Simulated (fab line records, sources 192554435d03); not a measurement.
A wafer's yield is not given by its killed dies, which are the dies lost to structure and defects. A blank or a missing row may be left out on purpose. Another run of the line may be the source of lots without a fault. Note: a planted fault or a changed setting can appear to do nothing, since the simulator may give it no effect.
Comparing a struck lot with a sound one    flow n5Finfet    38 steps out of a route of 1938
Sound: the wafers L769.3, L769.5, L769.6. Struck: wafer L765.3 (left out: L765.2, a lot-mate that was not struck); the cause follows at the end.
At each step with rows: each side's tool, then ch and its chambers, then its first start. Under that, the readings that differ: sound wafers    struck wafers    difference of the means    sigmas: that difference in standard deviations of wafers without a fault.
alike: readings with means less than 2 such deviations apart, plus words and numbers identical on both sides. not compared: withheld readings, readings lacking a value on some wafer, bounds such as >300 that could conceal the same value, and numbers that have no deviation in the record and whose values overlap.
Wherever a step has rows on one side only, a row that says differs or no value, or a row with sigmas, the two part there. Numbers that don't overlap but have no deviation are shown without sigmas and don't part them. A reading that every wafer of one side lacks parts them only if that side has two wafers or more.

first, 9 steps without rows for these wafers: N5_BEOL_M3_ANNEAL_95 (time 240 s); N5_BEOL_M3_SPUTTER_96 (material Cu, target thk 4.5 nm, time 8.29 s); N5_BEOL_M3_ECD_50 (material Cu, target thk 300 nm); N5_BEOL_M3_ANNEAL_51 (time 90 s); N5_BEOL_M3_CMP_52 (polishes, stops on SiOC, t overpolish 6.8 s, target thk 40 nm); N5_BEOL_M3_PRE_CLEAN_60 (time 15 s); N5_BEOL_M3_CO_CAP_55 (material Co, precursor CCTBA/H2, target thk 2 nm, time 102.1 s); N5_BEOL_M3_PRE_CLEAN_56 (time 15 s); N5_BEOL_M3_DEP_57 (deposits SiCN from 3MS/NH3, target thk 8 nm, time 14 s).
N5_BEOL_M4_ILD_DEP_00: deposits SiOC from DEMS/O2, target thk 79 nm, time 15.3 s.
  sound on pecvd-01 ch 0,2, day 13 20:40; struck on pecvd-03 ch 2, day 12 09:55
reading                                      sound           struck  difference  sigmas
showerheadVppV (V)                           1419 1435 1411  1632    +210        +2
model.SiOC_of_BEOL_M4_ILD_DEP_00.thkNm (nm)  77.2 79.6 79.2  68      -11         
  alike: heaterPowerW, showerheadPlenumPTorr, throttleValvePct
N5_BEOL_M4_THK_MEAS_01:
  sound: filmMetro-01 at day 13 20:44; struck: filmMetro-01 at day 12 09:59
reading          sound           struck  difference  sigmas
M4_ILD_THK (nm)  77.1 79.7 79.2  68.0    -10.7       -11
then, 24 steps without rows for these wafers: N5_BEOL_M4_PECVD_72 (deposits SiO2 from TEOS/O2, target thk 16 nm, time 18 s); N5_BEOL_M4_HM_DEP_02 (deposits TiN, target thk 20 nm); N5_BEOL_M4_COAT_61 (time 60 s, resist thk 60 nm); N5_BEOL_M4_COAT_62 (time 60 s, resist thk 12 nm); N5_BEOL_M4_COAT_73 (time 60 s, resist thk 5 nm); N5_BEOL_M4_COAT_05 (resist thk 30 nm); N5_BEOL_M4_EBR_07; N5_BEOL_M4_SOFTBAKE_06 (time 60 s); N5_BEOL_M4_EXPOSE_08 (exposes mask M4); N5_BEOL_M4_PEB_09 (peb time 60 s); N5_BEOL_M4_DEVELOP_10 (develop time 30 s); N5_BEOL_M4_DESCUM_16 (chemistry O2, time 7 s); N5_BEOL_M4_ETCH_74 (etches underlayer in N2/H2, target depth 6.5 nm, time 5.2 s); N5_BEOL_M4_ETCH_63 (etches SiARC in CF4, target depth 15.6 nm, time 26 s); N5_BEOL_M4_ETCH_64 (etches SOC in N2/H2, target depth 75 nm, overetch 22.5 nm, time 121.9 s); N5_BEOL_M4_STRIP_65 (strips in N2/H2); N5_BEOL_M4_STRIP_75 (strips in N2/H2); N5_BEOL_M4_STRIP_66 (strips in CF4); N5_BEOL_M4_HM_OPEN_17 (chemistry Cl2/BCl3, target TiN, target depth 20 nm, overetch 6 nm); N5_BEOL_M4_STRIP_19 (strips in O2); N5_BEOL_M4_COAT_67 (time 60 s, resist thk 60 nm); N5_BEOL_M4_COAT_68 (time 60 s, resist thk 12 nm); N5_BEOL_M4_COAT_76 (time 60 s, resist thk 5 nm); N5_BEOL_M4_COAT_22 (resist thk 30 nm).
N5_BEOL_M4_CMP_52: polishes, stops on SiOC, t overpolish 6.8 s, target thk 40 nm.
  sound on cmp-02 ch 2,3, day 14 08:23; struck on cmp-03 ch 1, day 12 21:14
reading                                      sound           struck  difference  sigmas
motorCurrentA (A)                            5.4 5.2 6.6     7.3     +1.6        +2
model.SiOC_of_BEOL_M4_ILD_DEP_00.thkNm (nm)  74.2 76.6 76.2  65      -11         
N5_BEOL_M4_RC_MEAS_101:
  sound on prober-02 ch 0, day 14 09:19; struck on prober-02 ch 0, day 12 21:59
reading        sound           struck  difference  sigmas
SS_N (mV/dec)  71.3 72.2 71.2  70.4    -1.2        -2
  alike: DIBL_N, DIBL_P, IOFF_N, IOFF_P, ION_N, ION_P, SS_P, VT_N, VT_P
then, 1 step without rows for these wafers: N5_PASSIVATION_PROBE_49.

WHERE THEY PART
Last at N5_BEOL_M4_RC_MEAS_101 as far as this record goes, first at N5_BEOL_M4_ILD_DEP_00.

WHY: the cause the simulator had injected
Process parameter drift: pecvd-03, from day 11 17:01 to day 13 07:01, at N5_BEOL_M4_ILD_DEP_00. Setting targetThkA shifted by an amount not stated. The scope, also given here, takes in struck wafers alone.
